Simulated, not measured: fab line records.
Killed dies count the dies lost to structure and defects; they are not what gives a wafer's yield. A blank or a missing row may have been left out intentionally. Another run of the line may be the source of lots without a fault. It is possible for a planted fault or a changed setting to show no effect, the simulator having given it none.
Chamber matching :: flow n5Finfet :: N5_BEOL_M3_STRIP_36 on rieDiel-06: 4 sister chambers
The step strips in N2/H2. 4 wafers are shown with their chamber, then 9 later ones without.

EACH WAFER AND ITS CHAMBER
wafer: L084.5
chamber: 3
drypumpMotorCurrentA (A): 5.4

wafer: L088.3
chamber: 2
drypumpMotorCurrentA (A): 5.2

wafer: L088.5
chamber: 1
drypumpMotorCurrentA (A): 5.5

wafer: L088.6
chamber: 0
drypumpMotorCurrentA (A): 6.2

WAFERS MISSING THEIR CHAMBER
wafer: L089.2
drypumpMotorCurrentA (A): 5.5

wafer: L089.4
drypumpMotorCurrentA (A): 6.2

wafer: L089.6
drypumpMotorCurrentA (A): 6.2

wafer: L087.2
drypumpMotorCurrentA (A): 6.3

wafer: L087.3
drypumpMotorCurrentA (A): 5.4

wafer: L087.5
drypumpMotorCurrentA (A): 6.2

wafer: L092.1
drypumpMotorCurrentA (A): 5.4

wafer: L092.4
drypumpMotorCurrentA (A): 5.5

wafer: L092.6
drypumpMotorCurrentA (A): 6.2

WHICH CHAMBER EACH WENT THROUGH
wafer: L089.2
from the rows above: 1
in truth: 1

wafer: L089.4
from the rows above: 0
in truth: 0

wafer: L089.6
from the rows above: 0
in truth: 0

wafer: L087.2
from the rows above: 0
in truth: 0

wafer: L087.3
from the rows above: 3
in truth: 3

wafer: L087.5
from the rows above: 0
in truth: 0

wafer: L092.1
from the rows above: 3
in truth: 3

wafer: L092.4
from the rows above: 1
in truth: 1

wafer: L092.6
from the rows above: 0
in truth: 0
Correctly placed: 9 of 9. Left unplaced by these rows: 0. Placed wrongly: 0.
How it was worked out, from the rows above alone: a wafer's distance from a chamber is the root of the sum, over the readings, of the square of ((its reading less the chamber's mean) divided by the reading's scatter). If the next closest chamber is less than 2 further off than the closest, the wafer can't be placed; otherwise it belongs to the closest. The mean given for a chamber averages the wafers shown for that chamber. The scatter: with one shown wafer a chamber, the root of the mean of the squares of how far each hidden wafer lies from its nearest shown one.
